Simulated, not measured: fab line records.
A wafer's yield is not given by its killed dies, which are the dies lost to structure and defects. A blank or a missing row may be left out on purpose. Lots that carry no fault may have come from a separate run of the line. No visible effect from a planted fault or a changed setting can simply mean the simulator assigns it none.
Matching of chambers    flow nand_harc    NHARC_A_CONTACT_DEP_58 on pecvd-03: 3 sister chambers
The step deposits SiON, target thk 90 nm. 16 wafers are shown with their chamber, then 8 later ones without.

WAFERS, EACH WITH ITS CHAMBER
wafer   chamber  heater_power_w (W)
L075.1  1        895
L075.4  2        694
L075.5  1        898
L076.1  2        624
L076.3  0        816
L076.5  1        835
L080.2  1        798
L080.4  2        855
L080.6  1        797
L084.1  0        664
L084.2  2        695
L084.6  2        698
L082.2  0        661
L082.5  2        788
L082.6  1        853
L087.2  2        818

SIGNATURES (averages over the wafers above)
reading         chamber 0  chamber 1  chamber 2  scatter within a chamber
heater_power_w  713.67     846.00     738.86     71.6
Rule: for a wafer and a chamber, the distance is found by dividing, reading by reading, the gap between the wafer's reading and the chamber's mean by the reading's scatter, squaring, summing and taking the root. If the next closest chamber is less than 2 further off than the closest, the wafer can't be placed; otherwise it belongs to the closest. How the scatter is found: for the shown wafers, subtract from each reading the mean of its chamber, square and add these, divide the total by (wafers less chambers), then take the root.

WAFERS WITHOUT THEIR CHAMBER
wafer   heater_power_w (W)
L087.4  747
L087.5  886
L090.2  895
L090.3  729
L090.6  798
L093.1  749
L093.4  747
L093.5  756

WHICH CHAMBER EACH ONE RAN IN
wafer   from the rows above           in truth
L087.4  can't be placed: 2 or 0 or 1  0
L087.5  can't be placed: 1 or 2 or 0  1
L090.2  can't be placed: 1 or 2 or 0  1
L090.3  can't be placed: 2 or 0 or 1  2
L090.6  can't be placed: 1 or 2 or 0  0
L093.1  can't be placed: 2 or 0 or 1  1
L093.4  can't be placed: 2 or 0 or 1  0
L093.5  can't be placed: 2 or 0 or 1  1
0 of 8 placed correctly. From these rows, 8 cannot be placed; in 8 the true chamber is one of the candidates. 0 placed wrongly.
